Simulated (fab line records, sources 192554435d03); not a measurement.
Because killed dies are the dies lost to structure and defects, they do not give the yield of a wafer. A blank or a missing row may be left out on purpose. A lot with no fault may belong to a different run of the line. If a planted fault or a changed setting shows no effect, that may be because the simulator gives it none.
Shared-tool check ; flow n5_finfet ; 9 lots, 25 wafers sampled

WHY THIS WAS OPENED
Flagged at N5_BEOL_M0_SAQP_CD_MEAS_40: reading cd_nm, on 2 of 9 lots. Fault-free wafers read 30.00 nm, with a standard deviation of 0.24.
Rule: a lot gets a flag if all its wafers with a number sit over 4 standard deviations from that mean, or if no wafer of it has a number. The rest of the lots are taken to be sound.

lot;measured;on;cd_nm (nm), wafer by wafer;flag
L431;day 6 18:29;cd_sem-02;30.01 29.82 29.85;
L433;day 7 01:53;cd_sem-03;29.97 30.26 30.09;
L437;day 7 18:24;cd_sem-01;29.94 29.86 29.88;
L438;day 8 05:31;cd_sem-02;30.04 30.16 30.03;
L440;day 8 21:31;cd_sem-01;30.31 29.92 30.30;
L441;day 9 00:27;cd_sem-01;29.73 29.77 29.99;
L447;day 10 17:44;cd_sem-02;29.94 29.96 29.81;
L449;day 11 05:38;cd_sem-03;23.80 23.90;FLAGGED
L451;day 11 13:46;cd_sem-02;24.78 24.73;FLAGGED
The mean of the flagged lots' numbers is 24.30 nm, -5.70 nm from the usual (-24 standard deviations).

EACH LOT AND THE TOOL IT RAN ON
The record holds 3 process steps before the reading, out of a route of 1938 steps. Cell contents, in order: the tool; ch with the chambers the sampled wafers went through; the start.
lot;flag;N5_BEOL_M0_SAQP_ETCH_102;N5_BEOL_M0_SAQP_SPACER2_ETCHBACK_27;N5_BEOL_M0_SAQP_EXPOSE_37
L431;;rie_si-01 ch 1,2,3, day 6 16:26;rie_diel-06 ch 0,1,2, day 6 17:52;euv_scanner-02 ch 0, day 6 18:22
L433;;rie_si-01 ch 2,3, day 6 23:10;rie_diel-01 ch 2,3, day 7 01:16;euv_scanner-01 ch 0, day 7 01:46
L437;;rie_si-02 ch 0,2,3, day 7 16:20;rie_diel-01 ch 1,2,3, day 7 17:53;euv_scanner-02 ch 0, day 7 18:16
L438;;rie_si-03 ch 0,1,3, day 8 03:25;rie_diel-02 ch 0,1,3, day 8 04:53;euv_scanner-01 ch 0, day 8 05:23
L440;;rie_si-01 ch 0,1,2, day 8 17:43;rie_diel-01 ch 1,2,3, day 8 21:00;euv_scanner-02 ch 0, day 8 21:22
L441;;rie_si-03 ch 0,2, day 8 20:53;rie_diel-02 ch 0,2,3, day 8 23:49;euv_scanner-01 ch 0, day 9 00:19
L447;;rie_si-01 ch 0,1,3, day 10 14:26;rie_diel-01 ch 0,1, day 10 16:18;euv_scanner-02 ch 0, day 10 17:37
L449;FLAGGED;rie_si-02 ch 0,1, day 11 03:21;rie_diel-01 ch 0,1, day 11 05:08;euv_scanner-02 ch 0, day 11 05:31
L451;FLAGGED;rie_si-03 ch 0,1, day 11 11:50;rie_diel-01 ch 0,1, day 11 13:16;euv_scanner-02 ch 0, day 11 13:38
What the steps here do:
- N5_BEOL_M0_SAQP_ETCH_102: etches SiO2 in CF4, target depth 4 nm, time 4.4 s.
- N5_BEOL_M0_SAQP_SPACER2_ETCHBACK_27: etches SiO2 in CHF3/O2, target depth 22.5 nm, time 11.25 s.
- N5_BEOL_M0_SAQP_EXPOSE_37: exposes mask M0 CUT1, target cd 30 nm.
- N5_BEOL_M0_SAQP_CD_MEAS_40: target cd 30 nm.

FLAGGED AGAINST TOTAL, ONE TOOL AT A TIME (gauges that did the reading follow at the end)
step;tool;lots run;flagged;share of the flagged lots;sound lots run after its first flagged lot
N5_BEOL_M0_SAQP_ETCH_102;rie_si-01;4;0;none;-
N5_BEOL_M0_SAQP_ETCH_102;rie_si-02;2;1;some;0
N5_BEOL_M0_SAQP_ETCH_102;rie_si-03;3;1;some;0
N5_BEOL_M0_SAQP_SPACER2_ETCHBACK_27;rie_diel-01;6;2;all;0
N5_BEOL_M0_SAQP_SPACER2_ETCHBACK_27;rie_diel-02;2;0;none;-
N5_BEOL_M0_SAQP_SPACER2_ETCHBACK_27;rie_diel-06;1;0;none;-
N5_BEOL_M0_SAQP_EXPOSE_37;euv_scanner-01;3;0;none;-
N5_BEOL_M0_SAQP_EXPOSE_37;euv_scanner-02;6;2;all;0
N5_BEOL_M0_SAQP_CD_MEAS_40;cd_sem-01;3;0;none;-
N5_BEOL_M0_SAQP_CD_MEAS_40;cd_sem-02;4;1;some;0
N5_BEOL_M0_SAQP_CD_MEAS_40;cd_sem-03;2;1;some;0

WHAT IS ALLOWED BY THE TABLE
Rows of the table that ran all the flagged lots, 2 in number: rie_diel-01 at N5_BEOL_M0_SAQP_SPACER2_ETCHBACK_27; euv_scanner-02 at N5_BEOL_M0_SAQP_EXPOSE_37.
- rie_diel-01 at N5_BEOL_M0_SAQP_SPACER2_ETCHBACK_27: 2 of its 6 lots flagged. Its last sound lot is L447 (day 10 16:18), its first flagged lot L449 (day 11 05:08): a fault that began between those two fits.
- euv_scanner-02 at N5_BEOL_M0_SAQP_EXPOSE_37: 2 of its 6 lots flagged. Its last sound lot is L447 (day 10 17:37), its first flagged lot L449 (day 11 05:31): a fault that began between those two fits.
Counting lots can't tell these 2 tools apart, because each fits a fault that began at some hour. More lots, or a look at what each step does to the wafer, might.

WHAT WAS PUT IN BY THE SIMULATOR
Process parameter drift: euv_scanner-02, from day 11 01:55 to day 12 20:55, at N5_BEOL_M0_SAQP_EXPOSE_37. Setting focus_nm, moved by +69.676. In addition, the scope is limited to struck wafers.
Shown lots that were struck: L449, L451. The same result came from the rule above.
